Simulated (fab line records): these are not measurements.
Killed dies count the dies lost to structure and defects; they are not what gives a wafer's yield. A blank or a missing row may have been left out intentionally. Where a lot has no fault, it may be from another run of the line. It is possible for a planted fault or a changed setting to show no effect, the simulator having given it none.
One fault through the eyes of 2 desks -- flow n5Finfet -- numbers are kept per desk, each desk with only its own; the story behind them comes last

== TOOL OWNER'S DESK, lithoTrack-02 ==
The tool's own readings at N5_BEOL_M10_DEVELOP_10 (develop time 30 s): means of the sampled wafers that have a number, for each lot that ran on this tool. Marked OUT: a lot whose mean sits more than 4 standard deviations from the usual mean, which makes it out of limits; the brackets give that distance.
Columns: A = chillPlateTempC at N5_BEOL_M10_DEVELOP_10, usual 23.01 C
lot,first seen here,A
L213,day 9 17:01,22.99
L219,day 11 07:58,22.95
L231,day 15 09:22,22.98
This desk found nothing out of limits on any of the 3 lots.

== THE METROLOGY DESK ==
Lot by lot, what the gauges showed, no matter which tool ran the lot: averages of those sampled wafers that carry a number. Marked OUT: a lot whose mean sits more than 4 standard deviations from the usual mean, which makes it out of limits; the brackets give that distance.
Columns: A = M9_THK at N5_BEOL_M9_THK_MEAS_53, usual 142 nm; B = cdNm at N5_BEOL_M10_CD_MEAS_11, usual 63.8 nm
lot,first seen here,A,B
L214,day 9 14:28,142,64.6
L213,day 9 14:55,145,63.3
L217,day 10 14:53,144,64.3
L219,day 11 05:23,147,63.0
L220,day 11 13:28,143,63.9
L225,day 12 22:32,144,63.4
L226,day 13 03:48,143,-
L228,day 14 02:11,142,-
L232,day 14 19:13,143,64.6
L231,day 15 06:58,142,63.2
L233,day 15 11:28,145,63.9
L234,day 15 23:36,145,63.7
L235,day 16 04:43,137,63.8
L236,day 16 19:55,144,64.0
This desk found nothing out of limits on any of the 14 lots.

== TAKEN TOGETHER ==
The desk of the tool owner found nothing out of limits.
Nothing out of limits was seen by the metrology desk.

== WHAT THE SIMULATOR PUT IN ==
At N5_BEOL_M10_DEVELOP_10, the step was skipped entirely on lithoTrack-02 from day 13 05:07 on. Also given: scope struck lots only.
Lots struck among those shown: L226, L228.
